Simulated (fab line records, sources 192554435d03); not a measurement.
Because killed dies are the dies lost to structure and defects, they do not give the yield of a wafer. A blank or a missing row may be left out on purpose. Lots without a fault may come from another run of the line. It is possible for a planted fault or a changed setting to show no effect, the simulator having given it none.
Chamber matching || flow n5-finfet || N5_BEOL_M5_STRIP_64 on rie-diel-06: 4 sister chambers
The step strips in CF4. 4 wafers are shown with their chamber, then 10 later ones without.

EACH WAFER AND ITS CHAMBER
{"wafer": "L085.2", "chamber": 2, "showerhead-plenum-p-Torr (Torr)": 1.79}
{"wafer": "L085.5", "chamber": 1, "showerhead-plenum-p-Torr (Torr)": 1.87}
{"wafer": "L084.4", "chamber": 0, "showerhead-plenum-p-Torr (Torr)": 1.77}
{"wafer": "L084.5", "chamber": 3, "showerhead-plenum-p-Torr (Torr)": 1.75}

WAFERS WITH NO CHAMBER GIVEN
{"wafer": "L084.6", "showerhead-plenum-p-Torr (Torr)": 1.79}
{"wafer": "L089.1", "showerhead-plenum-p-Torr (Torr)": 1.87}
{"wafer": "L089.5", "showerhead-plenum-p-Torr (Torr)": 1.78}
{"wafer": "L089.6", "showerhead-plenum-p-Torr (Torr)": 1.87}
{"wafer": "L088.1", "showerhead-plenum-p-Torr (Torr)": 1.78}
{"wafer": "L088.3", "showerhead-plenum-p-Torr (Torr)": 1.87}
{"wafer": "L088.5", "showerhead-plenum-p-Torr (Torr)": 1.87}
{"wafer": "L094.1", "showerhead-plenum-p-Torr (Torr)": 1.78}
{"wafer": "L094.4", "showerhead-plenum-p-Torr (Torr)": 1.86}
{"wafer": "L094.5", "showerhead-plenum-p-Torr (Torr)": 1.76}

THE CHAMBER EACH PASSED THROUGH
{"wafer": "L084.6", "from the rows above": 2, "in truth": 2}
{"wafer": "L089.1", "from the rows above": 1, "in truth": 1}
{"wafer": "L089.5", "from the rows above": "can't be placed: 0 or 2", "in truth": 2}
{"wafer": "L089.6", "from the rows above": 1, "in truth": 1}
{"wafer": "L088.1", "from the rows above": "can't be placed: 0 or 2", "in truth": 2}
{"wafer": "L088.3", "from the rows above": 1, "in truth": 1}
{"wafer": "L088.5", "from the rows above": 1, "in truth": 1}
{"wafer": "L094.1", "from the rows above": "can't be placed: 0 or 2", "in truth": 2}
{"wafer": "L094.4", "from the rows above": 1, "in truth": 1}
{"wafer": "L094.5", "from the rows above": "can't be placed: 0 or 3", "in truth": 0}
Correctly placed: 6 of 10. Unplaceable from these rows: 4, with the true chamber sitting among the candidates in 4. Number placed wrongly: 0.
How it was worked out, from the rows above alone: a wafer's distance from a chamber is the root of the sum, over the readings, of the square of ((its reading less the chamber's mean) divided by the reading's scatter). The wafer belongs to the nearest chamber; if the next one is less than 2 further off, it can't be placed. Each chamber's mean is taken over the wafers shown for it. The scatter: root of mean squared gap, hidden wafer to nearest shown wafer, with one shown wafer a chamber.
